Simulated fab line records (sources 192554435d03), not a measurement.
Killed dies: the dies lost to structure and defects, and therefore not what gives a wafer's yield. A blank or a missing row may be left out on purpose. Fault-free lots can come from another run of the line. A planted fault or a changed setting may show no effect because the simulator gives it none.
Chamber matching :: flow n5 finfet :: N5_BEOL_M4_ETCHBACK_99 on rie diel-06 has 4 sister chambers
The step etches SiO2 in CHF3, target depth 5 nm, time 10.4 s. 4 wafers are shown with their chamber, then 7 later ones without.

WAFERS, EACH WITH ITS CHAMBER
wafer: L077.4
chamber: 1
showerhead plenum p Torr (Torr): 2.13

wafer: L085.6
chamber: 3
showerhead plenum p Torr (Torr): 2.24

wafer: L086.1
chamber: 2
showerhead plenum p Torr (Torr): 2.02

wafer: L086.2
chamber: 0
showerhead plenum p Torr (Torr): 2.23

WAFERS WITHOUT THEIR CHAMBER
wafer: L086.5
showerhead plenum p Torr (Torr): 2.23

wafer: L091.4
showerhead plenum p Torr (Torr): 2.02

wafer: L091.5
showerhead plenum p Torr (Torr): 2.13

wafer: L091.6
showerhead plenum p Torr (Torr): 2.02

wafer: L093.1
showerhead plenum p Torr (Torr): 2.24

wafer: L093.3
showerhead plenum p Torr (Torr): 2.22

wafer: L093.4
showerhead plenum p Torr (Torr): 2.02

CHAMBER TAKEN BY EACH
wafer: L086.5
from the rows above: 0
in truth: 0

wafer: L091.4
from the rows above: 2
in truth: 2

wafer: L091.5
from the rows above: 1
in truth: 1

wafer: L091.6
from the rows above: 2
in truth: 2

wafer: L093.1
from the rows above: 3
in truth: 3

wafer: L093.3
from the rows above: 0
in truth: 0

wafer: L093.4
from the rows above: 2
in truth: 2
Correct placement for 7 of the 7. Left unplaced by these rows: 0. Wrongly placed: 0.
How it was worked out, from the rows above alone: a wafer's distance from a chamber is the root of the sum, over the readings, of the square of ((its reading less the chamber's mean) divided by the reading's scatter). If the next closest chamber is less than 2 further off than the closest, the wafer can't be placed; otherwise it belongs to the closest. A chamber's mean is the mean of its shown wafers. The scatter: root of mean squared gap, hidden wafer to nearest shown wafer, with one shown wafer a chamber.
